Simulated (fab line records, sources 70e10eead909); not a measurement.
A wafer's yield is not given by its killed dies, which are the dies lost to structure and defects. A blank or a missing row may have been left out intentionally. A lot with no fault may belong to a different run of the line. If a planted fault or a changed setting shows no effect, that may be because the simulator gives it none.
Which tool was responsible? | flow nandHarc | Sampling: 12 lots, 36 wafers, 5 of 1159 route steps

## WHAT EACH GAUGE READ, for each wafer
NHARC_A_CONTACT_CD_MEAS_69: target cd 200 nm.
lot  | measured     | on       | cdNm (nm)
L075 | day 16 16:12 | cdSem-03 | 201.1 200.7 200.8
L079 | day 17 09:44 | cdSem-02 | 200.5 200.0 200.7
L078 | day 17 13:17 | cdSem-01 | 200.8 200.4 201.0
L081 | day 18 06:05 | cdSem-03 | 200.0 200.4 200.7
L082 | day 18 19:31 | cdSem-01 | 200.3 200.7 199.6
L087 | day 19 09:28 | cdSem-01 | 200.4 199.8 200.0
L088 | day 19 09:19 | cdSem-03 | 200.1 199.8 199.8
L089 | day 19 23:44 | cdSem-01 | 201.7 201.0 201.1
L091 | day 20 09:40 | cdSem-03 | 200.5 200.5 199.4
L092 | day 21 03:55 | cdSem-02 | 200.7 201.3 200.7
L097 | day 22 06:38 | cdSem-03 | 200.2 200.7 200.1
L096 | day 23 03:49 | cdSem-02 | 200.4 200.1 200.0

## TOOL THAT RAN EACH LOT (tool first, then ch and the chambers of the sampled wafers, then the start)
lot  | NHARC_A_STAIRCASE_ETCHBACK_157    | NHARC_A_WL_FILL_STRIP_29          | NHARC_A_CONTACT_ETCH_111           | NHARC_A_CONTACT_ETCH_96
L075 | rieDiel-05 ch 0,1, day 13 21:04   | rieDiel-09 ch 1,3, day 15 13:41   | harCapEtch-02 ch 0,1, day 16 08:13 | rieDiel-08 ch 0,3, day 16 16:12 or earlier
L079 | rieDiel-04 ch 0,1,3, day 14 11:13 | rieDiel-02 ch 0,1,2, day 16 08:01 | harCapEtch-01 ch 0,1, day 17 02:43 | rieDiel-06 ch 1,3, day 17 09:44 or earlier
L078 | rieDiel-06 ch 0,1,3, day 14 18:36 | rieDiel-09 ch 0,1,3, day 16 10:23 | harCapEtch-03 ch 0,1, day 17 07:26 | rieDiel-08 ch 0,2,3, day 17 13:17 or earlier
L081 | rieDiel-06 ch 0,1,2, day 15 12:28 | rieDiel-09 ch 0,3, day 17 03:52   | harCapEtch-03 ch 0,1, day 17 23:55 | rieDiel-06 ch 0,1, day 18 06:05 or earlier
L082 | rieDiel-04 ch 2,3, day 15 22:27   | rieDiel-09 ch 1,2, day 17 19:35   | harCapEtch-03 ch 0,1, day 18 13:37 | rieDiel-04 ch 0,1, day 18 15:36
L087 | rieDiel-05 ch 0,2,3, day 16 20:14 | rieDiel-10 ch 0,2, day 18 10:55   | harCapEtch-01 ch 0,1, day 19 03:42 | rieDiel-08 ch 1,2,3, day 19 09:28 or earlier
L088 | rieDiel-05 ch 0,3, day 16 20:47   | rieDiel-09 ch 0,1,3, day 18 10:55 | harCapEtch-02 ch 1, day 19 03:30   | rieDiel-08 ch 0,1, day 19 09:19 or earlier
L089 | rieDiel-06 ch 0,2,3, day 17 06:58 | rieDiel-02 ch 0,1, day 19 01:19   | harCapEtch-02 ch 0,1, day 19 17:50 | rieDiel-08 ch 0,2,3, day 19 23:44 or earlier
L091 | rieDiel-06 ch 0,1, day 17 18:58   | rieDiel-09 ch 0,3, day 19 11:49   | harCapEtch-02 ch 0,1, day 20 04:11 | rieDiel-06 ch 0,1,2, day 20 09:40 or earlier
L092 | rieDiel-06 ch 0,1, day 18 10:55   | rieDiel-02 ch 0,2,3, day 20 01:59 | harCapEtch-03 ch 0,1, day 20 19:20 | rieDiel-08 ch 0,1,3, day 21 03:55 or earlier
L097 | rieDiel-06 ch 0,3, day 19 12:53   | rieDiel-10 ch 1,2,3, day 21 05:13 | harCapEtch-03 ch 0,1, day 21 23:57 | rieDiel-04 ch 1,2,3, day 22 06:38 or earlier
L096 | rieDiel-05 ch 1,3, day 19 23:31   | rieDiel-10 ch 0,3, day 21 22:56   | harCapEtch-02 ch 0,1, day 22 18:56 | rieDiel-04 ch 0,1,3, day 23 03:49 or earlier
- NHARC_A_STAIRCASE_ETCHBACK_157: etches the open film in CH3F/O2, target depth 90 nm, time 167.14 s.
- NHARC_A_WL_FILL_STRIP_29: strips in O2, time 20 s.
- NHARC_A_CONTACT_ETCH_111: etches the open film in C4F8/O2/Ar, time 140 s, target depth 700 nm.
- NHARC_A_CONTACT_ETCH_96: etches the open film in C4F6/O2, target depth 20 nm, time 10 s.

## THE ANSWER, worked out from the rows above alone
Rule: what is usual is taken from the lots themselves. Put in order of their means at a reading, lots are off if they are a third of the lots or fewer, leave a main group of 4 or more, and stand apart from it by a gap of 3 or more times the standard deviation of the main group's means; of several such gaps the widest counts. A main group is skipped when, at the precision printed for the reading in the tables above, its means are all equal. Also off: a lot with no number at a reading for which 4 or more lots have one. Any other lot the step has rows for is counted as sound.
Across all readings shown, no lot is off: no conclusion can be drawn from this.

## WHAT THE SIMULATOR HAD PUT IN
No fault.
